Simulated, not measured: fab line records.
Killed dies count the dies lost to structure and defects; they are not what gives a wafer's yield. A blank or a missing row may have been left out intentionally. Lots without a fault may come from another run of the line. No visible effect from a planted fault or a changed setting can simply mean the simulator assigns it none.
Matching of chambers    flow nand_harc    NHARC_P_GATE_STRIP_101 on rie_diel-02 has 4 sister chambers
The step strips in O2, time 20 s. 8 wafers are shown with their chamber, then 8 later ones without.

## WAFERS WITH THEIR CHAMBER
wafer   chamber  showerhead_plenum_p_Torr (Torr)  throttle_valve_pct (%)
L195.4  3        3.30                             17.038
L196.1  3        3.30                             17.026
L206.1  1        3.29                             17.039
L206.2  2        3.46                             17.048
L209.1  2        3.45                             17.035
L209.3  1        3.29                             17.050
L209.4  0        3.45                             17.044
L210.3  0        3.45                             17.051

## WAFERS MISSING THEIR CHAMBER
wafer   showerhead_plenum_p_Torr (Torr)  throttle_valve_pct (%)
L210.5  3.45                             17.040
L210.6  3.29                             17.047
L211.1  3.44                             17.050
L211.2  3.45                             17.029
L211.6  3.29                             17.043
L213.1  3.45                             17.038
L213.2  3.44                             17.030
L213.4  3.29                             17.041

## CHAMBER TAKEN BY EACH
wafer   from the rows above      in truth
L210.5  can't be placed: 0 or 2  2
L210.6  1                        1
L211.1  can't be placed: 0 or 2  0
L211.2  can't be placed: 2 or 0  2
L211.6  1                        1
L213.1  can't be placed: 0 or 2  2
L213.2  can't be placed: 0 or 2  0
L213.4  1                        1
3 of 8 placed correctly. Unplaceable from these rows: 5, with the true chamber sitting among the candidates in 5. Placed wrongly: 0.
How it was worked out, from the rows above alone: a wafer's distance from a chamber is the root of the sum, over the readings, of the square of ((its reading less the chamber's mean) divided by the reading's scatter). If the next closest chamber is less than 2 further off than the closest, the wafer can't be placed; otherwise it belongs to the closest. For every chamber, the mean is computed from those of its wafers that are shown. How the scatter is found: for the shown wafers, subtract from each reading the mean of its chamber, square and add these, divide the total by (wafers less chambers), then take the root.
